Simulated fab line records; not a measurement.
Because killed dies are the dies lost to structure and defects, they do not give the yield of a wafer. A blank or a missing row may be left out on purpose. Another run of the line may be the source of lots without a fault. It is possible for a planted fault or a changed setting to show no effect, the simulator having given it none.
fab line records	flow n5_finfet
record: lots: 8	wafers: 23	last_day: 18
route steps=1938 shown BEOL_M4@1058 PASSIVATION@1936
lots with no fault: from the same line, run without faults
start_h: the number of hours between the record's first day and the start of the first shown wafer of the lot	wait_h: hours elapsed since this lot's preceding step	" same as the row above	L1.1+2: a single row standing in for several wafers	- no value, or no start given	* or withheld: withheld	< > ~ a bound
route shown NAME@n: names a module that has steps shown in the file, with the first one's number in the route	usual: mean/standard deviation taken from wafers without a fault	same: alike in all rows	chamber/n: place in a boat	sites: the reading at each site	_std_site: the values' standard deviation	_edge_site: inner sites' mean taken away from outer sites' mean	radius_mm: for every site, how far away it sits from the centre of the wafer	mask NAME#n: copy n	behind: the most recent tool/chamber to have shaped the wafer	hold: the reason the lot was held/the length of the hold in hours/how it ended	device: the n, p or np transistor that did not switch	end of line: at the end of the route, the tests of the same wafers	a step with no rows: only its recipe	killed: not the wafer's yield, but the dies lost to structure and defects at the first sort	map: the dies of a wafer, with x for killed, . for not killed, _ for no die there
set.NAME: the setting that was run; set.NAME@STEP: the one run at that earlier step	model.NAME: the simulator's own value behind a step, which no gauge read
the route's steps for a sample of lots (tables are steps, rows are wafers)
services: from which hour (start_h, from the record's first day; less than 0 if before it) a tool's chamber was out of use, for how many hours, and why
== steps ==
step: N5_BEOL_M4_INSPECT_30
recipe: mode: adi	inspect_instrument: brightfield
usual: raw_defect_count: 424/120
lot.wafer	tool	chamber	start_h	wait_h	raw_defect_count
L766.3	defect_inspect-01	-	182.74	0.0	807
L766.5	"	-	"	"	453
L766.6	"	-	"	"	423
L773.1	defect_inspect-02	-	212.92	0.1	326
L773.4	"	-	"	"	351
L773.5	"	-	"	"	405
L774.1	defect_inspect-01	-	222.76	0.1	433
L774.3	"	-	"	"	463
L774.6	"	-	"	"	383
L775.3	defect_inspect-02	-	237.99	0.0	435
L775.4	"	-	"	"	497
L781.1	defect_inspect-01	-	272.44	0.1	417
L781.2	"	-	"	"	432
L781.3	"	-	"	"	398
L782.1	defect_inspect-01	-	291.10	0.1	540
L782.3	"	-	"	"	629
L782.5	"	-	"	"	607
L785.1	defect_inspect-01	-	297.67	0.1	436
L785.3	"	-	"	"	527
L785.4	"	-	"	"	457
L786.3	defect_inspect-02	-	302.71	0.0	291
L786.5	"	-	"	"	281
L786.6	"	-	"	"	454
step: N5_BEOL_M4_ETCH_77
recipe: chemistry: N2/H2	target: underlayer	target_depth_a: 65	mask_material: CAR-EUV	time_s: 5.2	ion_energy_ev: 200	pressure_mtorr: 30	source_w: 840	bias_w: 150	n2_flow_sccm: 200	h2_flow_sccm: 200	ends: cleared
usual: drypump_motor_current_A: 5.8/0.56	etch_rf_on_time_s: 5.21/0.12	h2_flow_sccm: 200.0/0.59	n2_flow_sccm: 199.9/0.55	oes_product_au: 0.65/0.051	rf_vpp_V: 523.3/2.3	showerhead_plenum_p_Torr: 2.52/0.07	throttle_valve_pct: 17.9/0.31
lot.wafer	tool	chamber	start_h	wait_h	drypump_motor_current_A	etch_rf_on_time_s	h2_flow_sccm	n2_flow_sccm	oes_product_au	rf_hours_counter_h	rf_vpp_V	showerhead_plenum_p_Torr	throttle_valve_pct
L766.3	rie_diel-02	2	182.81	0.0	5.9	5.06	200.1	200.7	0.64	177	522.5	2.63	17.8
L766.5	"	0	"	"	5.6	5.38	199.0	199.9	0.59	-	524.4	2.62	18.3
L766.6	"	1	"	"	6.6	5.12	200.0	200.2	0.62	-	523.9	2.54	18.2
L773.1	rie_diel-01	2	212.99	0.0	5.1	5.19	199.9	199.6	0.67	107	522.6	2.46	17.8
L773.4	"	1	"	"	5.4	5.26	200.5	200.7	0.67	84	525.5	2.57	17.7
L773.5	"	0	"	"	5.3	5.30	200.1	200.7	0.71	-	526.9	2.55	17.6
L774.1	rie_diel-02	3	222.83	0.0	5.1	5.05	199.0	199.9	0.61	196	523.3	2.53	18.4
L774.3	"	1	"	"	6.6	5.17	199.1	199.3	0.60	181	522.9	2.53	18.2
L774.6	"	2	"	"	5.8	5.01	199.9	199.8	0.65	-	527.5	2.63	17.8
L775.3	rie_diel-02	2	238.11	0.0	5.8	5.08	199.5	198.9	0.63	198	525.3	2.62	17.8
L775.4	"	1	"	"	6.6	5.15	199.1	199.6	0.60	187	523.6	2.53	18.2
L781.1	rie_diel-02	2	272.58	0.0	5.8	5.06	199.1	200.2	0.63	210	523.0	2.62	17.8
L781.2	"	1	"	"	6.6	5.12	199.7	199.9	0.60	200	523.2	2.53	18.2
L781.3	"	3	"	"	5.0	5.06	199.9	200.1	0.61	214	523.8	2.52	18.4
L782.1	rie_diel-04	0	291.17	0.0	6.8	5.24	200.0	199.4	0.58	240	519.9	2.38	18.2
L782.3	"	2	"	"	6.1	5.11	199.7	199.8	0.71	88	524.6	2.46	17.6
L782.5	"	0	"	"	6.8	5.26	200.1	198.8	0.58	-	520.9	2.38	18.2
L785.1	rie_diel-01	2	297.74	0.0	5.1	5.25	199.7	199.1	0.65	130	521.4	2.45	17.9
L785.3	"	3	"	"	6.3	5.30	199.9	199.1	0.65	98	525.2	2.58	17.6
L785.4	"	1	"	"	5.4	5.25	199.6	199.9	0.66	108	525.4	2.56	17.7
L786.3	rie_diel-04	2	303.31	0.0	6.1	5.02	200.3	199.3	0.70	93	521.8	2.46	17.6
L786.5	"	1	"	"	6.0	5.20	199.5	199.8	0.83	-	520.7	2.50	18.0
L786.6	"	2	"	"	6.2	5.00	200.7	199.4	0.71	-	522.3	2.46	17.6
step: N5_BEOL_M4_TRENCH_ETCH_37
recipe: chemistry: C4F6/O2	target_depth_a: 555.55	target: SiOC	time_s: 29.2	ion_energy_ev: 250	pressure_mtorr: 30	source_w: 355	bias_w: 185	Ar_flow_sccm: 300	C4F6_flow_sccm: 10	O2_flow_sccm: 10
usual: drypump_motor_current_A: 5.8/0.55	oes_product_au: 0.76/0.062	rf_vpp_V: 663/12	run_length_s: 52.6/0.4	showerhead_plenum_p_Torr: 2.84/0.074	throttle_valve_pct: 20.96/0.26
lot.wafer	tool	chamber	start_h	wait_h	drypump_motor_current_A	oes_product_au	rf_hours_counter_h	rf_vpp_V	run_length_s	showerhead_plenum_p_Torr	throttle_valve_pct
L766.3	rie_diel-02	2	186.76	-	5.8	0.75	178	673	52.7	2.94	20.85
L766.5	"	2	"	"	5.8	0.75	-	672	52.9	2.95	20.85
L766.6	"	1	"	"	6.6	0.72	-	673	52.6	2.84	21.14
L773.1	rie_diel-02	3	216.23	-	5.0	0.72	193	646	52.0	2.82	21.30
L773.4	"	3	"	"	5.0	0.72	-	645	52.4	2.82	21.30
L773.5	"	2	"	"	5.8	0.75	-	673	52.9	2.94	20.87
L774.1	rie_diel-02	3	228.94	-	5.1	0.71	198	645	58.1	2.82	21.31
L774.3	"	0	"	"	5.6	0.96	1	657	52.1	2.91	20.76
L774.6	"	2	"	"	5.8	0.75	-	673	52.5	2.94	20.88
L775.3	rie_diel-02	1	242.39	-	6.6	0.70	188	671	52.7	2.83	21.17
L775.4	"	3	"	"	5.1	0.71	204	647	57.5	2.82	21.32
L781.1	rie_diel-01	0	274.61	-	5.3	0.82	77	647	52.5	2.89	20.97
L781.2	"	3	"	"	6.2	0.78	91	656	53.2	2.87	20.44
L781.3	"	1	"	"	5.5	0.79	100	664	52.4	2.90	20.89
L782.1	rie_diel-04	2	292.59	-	6.1	0.82	89	648	52.9	2.74	20.53
L782.3	"	3	"	"	5.3	0.73	208	667	52.5	2.72	21.15
L782.5	"	3	"	"	5.3	0.73	-	669	52.8	2.72	21.14
L785.1	rie_diel-04	2	301.27	-	6.1	0.81	92	648	52.6	2.74	20.54
L785.3	"	0	"	"	6.8	0.68	244	671	52.8	2.69	21.29
L785.4	"	3	"	"	5.3	0.73	212	669	52.8	2.72	21.15
L786.3	rie_diel-01	2	304.93	-	5.1	0.76	133	684	52.5	2.74	20.87
L786.5	"	0	"	"	5.3	0.80	-	645	52.5	2.89	20.97
L786.6	"	3	"	"	6.3	0.77	-	655	53.0	2.87	20.48
step: N5_BEOL_M4_OCD_MEAS_38
usual: trench_depth_nm: 55.6/0.78
lot.wafer	tool	chamber	start_h	wait_h	trench_depth_nm
L766.3	ocd-02	-	186.92	-	55.5
L766.5	"	-	"	"	56.2
L766.6	"	-	"	"	56.4
L773.1	ocd-01	-	216.38	-	55.6
L773.4	"	-	"	"	55.7
L773.5	"	-	"	"	56.3
L774.1	ocd-01	-	229.10	-	66.8
L774.3	"	-	"	"	55.4
L774.6	"	-	"	"	56.9
L775.3	ocd-01	-	242.55	-	56.0
L775.4	"	-	"	"	66.6
L781.1	ocd-01	-	274.76	-	55.1
L781.2	"	-	"	"	55.7
L781.3	"	-	"	"	55.6
L782.1	ocd-02	-	292.74	-	56.8
L782.3	"	-	"	"	56.3
L782.5	"	-	"	"	56.3
L785.1	ocd-01	-	301.42	-	56.5
L785.3	"	-	"	"	54.9
L785.4	"	-	"	"	55.7
L786.3	ocd-02	-	305.08	-	54.8
L786.5	"	-	"	"	54.0
L786.6	"	-	"	"	54.7
step: N5_BEOL_M4_DEGAS_44
recipe: ambient: vacuum	temp_c: 250	time_s: 60
usual: heater_power_w: 337/31
lot.wafer	tool	chamber	start_h	wait_h	heater_power_w
L766.3	pvd_sputter-02	-	187.33	0.3	404
L766.5	"	-	"	"	359
L766.6	"	-	"	"	319
L773.1	pvd_sputter-03	-	216.98	0.4	348
L773.4	"	-	"	"	343
L773.5	"	-	"	"	343
L774.1	pvd_sputter-01	-	229.67	0.4	362
L774.3	"	-	"	"	317
L774.6	"	-	"	"	319
L775.3	pvd_sputter-03	-	243.25	0.6	337
L775.4	"	-	"	"	281
L781.1	pvd_sputter-03	-	275.12	0.2	345
L781.2	"	-	"	"	352
L781.3	"	-	"	"	347
L782.1	pvd_sputter-03	-	293.01	0.1	275
L782.3	"	-	"	"	337
L782.5	"	-	"	"	340
L785.1	pvd_sputter-01	-	301.67	0.1	317
L785.3	"	-	"	"	364
L785.4	"	-	"	"	327
L786.3	pvd_sputter-03	-	305.80	0.6	360
L786.5	"	-	"	"	271
L786.6	"	-	"	"	360
step: N5_BEOL_M4_THK_MEAS_53
recipe: thk_meas_gauge: xrf	reads: Cu_of_BEOL_M4_ECD_50
usual: M4_THK: 40.8/1.4
lot.wafer	tool	chamber	start_h	wait_h	M4_THK[nm]
L766.3	film_metro-01	-	190.83	-	41.2
L766.5	"	-	"	"	40.8
L766.6	"	-	"	"	40.9
L773.1	film_metro-01	-	220.41	-	42.5
L773.4	"	-	"	"	40.9
L773.5	"	-	"	"	41.9
L774.1	film_metro-01	-	232.76	-	52.7
L774.3	"	-	"	"	38.3
L774.6	"	-	"	"	42.8
L775.3	film_metro-01	-	246.57	-	41.3
L775.4	"	-	"	"	53.2
L781.1	film_metro-02	-	278.51	-	40.3
L781.2	"	-	"	"	41.0
L781.3	"	-	"	"	38.3
L782.1	film_metro-01	-	296.44	-	40.4
L782.3	"	-	"	"	42.0
L782.5	"	-	"	"	43.9
L785.1	film_metro-01	-	305.05	-	40.4
L785.3	"	-	"	"	39.8
L785.4	"	-	"	"	41.3
L786.3	film_metro-01	-	309.15	-	37.7
L786.5	"	-	"	"	38.1
L786.6	"	-	"	"	38.9
step: N5_BEOL_M4_RS_MEAS_58
recipe: thk_meas_gauge: four-point-probe	reads: Co_of_BEOL_M4_CO_CAP_55+Cu_of_BEOL_M4_ECD_50+Co_of_BEOL_M4_CVD_47+TaN_of_BEOL_M4_ALD_84
usual: M4_RS: 0.66/0.031
lot.wafer	tool	chamber	start_h	wait_h	M4_RS[ohm/sq]
L766.3	film_metro-02	-	191.12	0.1	0.66
L766.5	"	-	"	"	0.66
L766.6	"	-	"	"	0.66
L773.1	film_metro-02	-	220.70	0.1	0.62
L773.4	"	-	"	"	0.65
L773.5	"	-	"	"	0.63
L774.1	film_metro-02	-	233.02	0.0	0.48
L774.3	"	-	"	"	0.71
L774.6	"	-	"	"	0.62
L775.3	film_metro-01	-	246.83	0.1	0.65
L775.4	"	-	"	"	0.47
L781.1	film_metro-01	-	278.86	0.1	0.67
L781.2	"	-	"	"	0.66
L781.3	"	-	"	"	0.72
L782.1	film_metro-01	-	296.70	0.0	0.66
L782.3	"	-	"	"	0.63
L782.5	"	-	"	"	0.59
L785.1	film_metro-02	-	305.57	0.3	0.66
L785.3	"	-	"	"	0.68
L785.4	"	-	"	"	0.65
L786.3	film_metro-01	-	309.41	0.1	0.72
L786.5	"	-	"	"	0.71
L786.6	"	-	"	"	0.70
step: N5_BEOL_M4_RC_MEAS_101
usual: DIBL_N: 36.4/1.7	DIBL_P: 36.4/2.1	IOFF_N: 0.16/0.035	IOFF_P: 0.21/0.035	ION_N: 680/11	ION_P: 465/6.8	SS_N: 71.5/0.58	SS_P: 73.2/0.72	VT_N: 249/3.6	VT_P: -250/3.1
lot.wafer	tool	chamber	start_h	wait_h	DIBL_N[mV/V]	DIBL_P[mV/V]	IOFF_N[nA/um]	IOFF_P[nA/um]	ION_N[uA/um]	ION_P[uA/um]	SS_N[mV/dec]	SS_P[mV/dec]	VT_N[mV]	VT_P[mV]
L766.3	prober-01	0	191.48	0.3	35.5	36.7	0.17	0.22	701	472	71.6	73.9	246	-246
L766.5	"	0	"	"	36.5	37.4	0.20	0.23	691	463	71.4	73.5	246	-246
L766.6	"	0	"	"	34.6	35.5	0.16	0.19	686	464	71.5	73.5	250	-251
L773.1	prober-01	0	220.75	0.0	37.7	36.4	0.19	0.24	697	474	71.9	73.2	244	-246
L773.4	"	0	"	"	35.5	33.3	0.13	0.18	655	457	71.9	72.4	252	-252
L773.5	"	0	"	"	35.9	34.8	0.14	0.21	682	469	71.6	72.8	246	-246
L774.1	prober-02	0	233.07	0.0	37.5	39.5	0.18	0.23	680	463	71.6	74.5	249	-249
L774.3	"	0	"	"	37.0	37.7	0.16	0.20	662	456	71.4	73.6	250	-251
L774.6	"	0	"	"	38.2	39.3	0.19	0.22	677	458	71.7	74.7	247	-249
L775.3	prober-01	0	247.19	0.3	35.3	34.5	0.14	0.18	679	463	71.1	72.3	250	-252
L775.4	"	0	"	"	35.7	34.5	0.15	0.20	679	461	71.2	72.8	248	-249
L781.1	prober-02	0	278.91	0.0	34.0	33.9	0.12	0.15	664	457	71.4	72.0	256	-253
L781.2	"	0	"	"	37.2	36.5	0.16	0.19	674	458	71.8	72.7	250	-252
L781.3	"	0	"	"	35.8	35.5	0.14	0.18	676	464	70.8	72.2	252	-255
L782.1	prober-01	0	296.75	0.0	36.3	34.1	0.15	0.21	680	469	71.4	73.1	249	-249
L782.3	"	0	"	"	38.7	36.9	0.20	0.25	689	472	72.1	73.9	247	-248
L782.5	"	0	"	"	38.8	36.5	0.21	0.24	686	465	71.3	73.6	247	-248
L785.1	prober-01	0	306.11	0.5	38.1	38.2	0.17	0.26	678	476	71.5	74.7	251	-248
L785.3	"	0	"	"	36.0	34.8	0.14	0.20	674	470	71.9	72.7	252	-250
L785.4	"	0	"	"	34.3	33.1	0.12	0.18	669	466	70.5	72.2	254	-251
L786.3	prober-01	0	309.77	0.3	36.0	36.2	0.16	0.23	678	470	71.7	72.8	248	-249
L786.5	"	0	"	"	34.6	33.8	0.12	0.19	665	464	71.1	72.1	252	-251
L786.6	"	0	"	"	38.6	39.1	0.21	0.28	692	469	72.3	74.4	247	-247
step: N5_PASSIVATION_PROBE_49
usual: defect_limited_yield: 91.3/1.4	killed_at_M0_to_M3: 36/11	killed_at_M4_up: 13/5.2	killed_at_contacts: 13/6.5	killed_at_front_end: 37/11	killed_at_other: 3.6/2.9	killed_dies: 103/17	killed_open: 68/12	killed_short: 33/7.3	sort_bin_5_function: 5.2/0.91	sort_bin_6_memory: 3.2/0.67	sort_bin_8_speed: 0.00/0.0099	sort_n_pass: 1077/17	sort_yield_pct: 91.3/1.4
same: gross_dies: 1180	killed_at_back_side: 0	sort_bin_4_leakage[%]: 0
lot.wafer	tool	chamber	start_h	wait_h	defect_limited_yield[%]	killed_at_M0_to_M3	killed_at_M4_up	killed_at_contacts	killed_at_front_end	killed_at_other	killed_dies	killed_open	killed_short	sort_bin_5_function[%]	sort_bin_6_memory[%]	sort_bin_8_speed[%]	sort_n_pass	sort_yield_pct[%]
L773.1	prober-01	-	341.32	0.0	87.3	47	7	12	81	3	150	99	51	7.5	5.1	0	1030	87.3
L773.4	prober-01	-	341.47	0.2	89.6	38	21	5	56	3	123	77	45	6.2	3.9	0	1057	89.6
L773.5	prober-01	-	341.52	0.2	90.4	46	16	4	36	11	113	75	38	5.8	3.5	0	1067	90.4
L785.1	prober-01	-	409.90	0.0	87.7	70	10	13	48	4	145	93	52	6.7	4.8	0	1035	87.7
L785.3	prober-01	-	410.00	0.1	92.5	40	14	3	24	8	89	61	28	4.7	2.6	0	1091	92.5
L785.4	prober-01	-	410.05	0.2	91.9	35	15	13	25	7	95	66	29	4.4	3.4	0	1085	91.9
killed by level:class
L773.1 STI_FIN_REVEAL:geometric_particle:open=37 FIN_SAQP:geometric_particle:open=13 BEOL_M0_SAQP:geometric_particle:short=12 BEOL_M0_SAQP:geometric_particle:open=10 BEOL_M2:geometric_particle:open=10 MOL_CONTACT_COAG:geometric_particle:open=9 GATE_CUT:geometric_particle:short=8 STI_FIN_REVEAL:geometric_particle:short=7
L773.4 FIN_SAQP:geometric_particle:short=13 STI_FIN_REVEAL:geometric_particle:open=13 FIN_SAQP:geometric_particle:open=12 BEOL_M4:geometric_particle:open=10 BEOL_M2:geometric_particle:open=9 BEOL_M0_SAQP:geometric_particle:short=8 BEOL_M0_SAQP:geometric_particle:open=7 BEOL_M1:geometric_particle:short=6
L773.5 BEOL_M2:geometric_particle:open=16 STI_FIN_REVEAL:geometric_particle:open=13 FIN_SAQP:geometric_particle:short=7 BEOL_M4:geometric_particle:open=7 BEOL_M2:geometric_particle:short=6 BEOL_M3:geometric_particle:open=6 FIN_SAQP:geometric_particle:open=5 BEOL_M0_SAQP:geometric_particle:open=5
L785.1 BEOL_M0_SAQP:geometric_particle:open=26 BEOL_M0_SAQP:geometric_particle:short=16 FIN_SAQP:geometric_particle:open=11 FIN_SAQP:geometric_particle:short=9 MOL_CONTACT_COAG:geometric_particle:open=9 BEOL_M3:geometric_particle:open=9 STI_FIN_REVEAL:geometric_particle:open=6 BEOL_M2:geometric_particle:open=6
L785.3 BEOL_M0_SAQP:geometric_particle:open=13 BEOL_M3:geometric_particle:open=11 BEOL_M0_SAQP:geometric_particle:short=7 BEOL_M1:geometric_particle:open=6 FIN_SAQP:geometric_particle:open=5 BEOL_M4:geometric_particle:open=5 FIN_SAQP:geometric_particle:short=4 GATE_CUT:geometric_particle:short=4
L785.4 MOL_CONTACT_COAG:geometric_particle:open=11 BEOL_M3:geometric_particle:open=10 BEOL_M0_SAQP:geometric_particle:short=8 BEOL_M0_SAQP:geometric_particle:open=7 BEOL_M4:geometric_particle:open=7 STI_FIN_REVEAL:geometric_particle:open=6 FIN_SAQP:geometric_particle:short=5 FIN_SAQP:geometric_particle:open=4
== services ==
tool	chamber	start_h	hours	kind
pvd_sputter-03	-	160.23	10.0	repair
rie_diel-02	0	211.43	-	clean
rie_diel-02	0	211.43	-	consumable_replace:focus_ring
rie_diel-02	0	211.43	15.1	scheduled_down
rie_diel-02	0	211.43	15.1	vent_cycle
rie_diel-01	-	226.88	11.4	repair
pvd_sputter-02	-	239.55	2.6	repair
rie_diel-02	0	269.78	9.7	repair
rie_diel-01	-	271.78	1.1	repair
rie_diel-04	1	272.31	-	clean
rie_diel-04	1	272.31	-	consumable_replace:focus_ring
rie_diel-04	1	272.31	14.9	scheduled_down
rie_diel-04	1	272.31	14.9	vent_cycle
rie_diel-02	-	301.01	2.8	pm
== key ==
first_sign: step: N5_BEOL_M4_TRENCH_ETCH_37	reading: run_length_s	direction: up	sigmas: 13	usual: *	struck: *
effect: step: N5_BEOL_M4_OCD_MEAS_38	reading: trench_depth_nm	direction: up	sigmas: 14	usual: 55.6	struck: 66.7
effect: step: N5_BEOL_M4_THK_MEAS_53	reading: M4_THK	direction: up	sigmas: 8.6	usual: 40.8	struck: 52.9
effect: step: N5_BEOL_M4_RS_MEAS_58	reading: M4_RS	direction: down	sigmas: 6.1	usual: 0.66	struck: 0.47
met_at N5_BEOL_M4_TRENCH_ETCH_37
struck_lots L774,L775
struck_wafers L774.1,L775.4
not_acting_at N5_BEOL_M4_INSPECT_30,N5_BEOL_M4_ETCH_77,N5_BEOL_M4_DEGAS_44
onset_between 216.23 228.94
fault: kind: process_parameter_drift	tool: rie_diel-02	chamber: -	onset_h: 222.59	steps: N5_BEOL_M4_TRENCH_ETCH_37	channel: time_s	offset: *	shape: step	end_h: 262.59	scope: struck_wafers_only	acts_in: *	stated: *
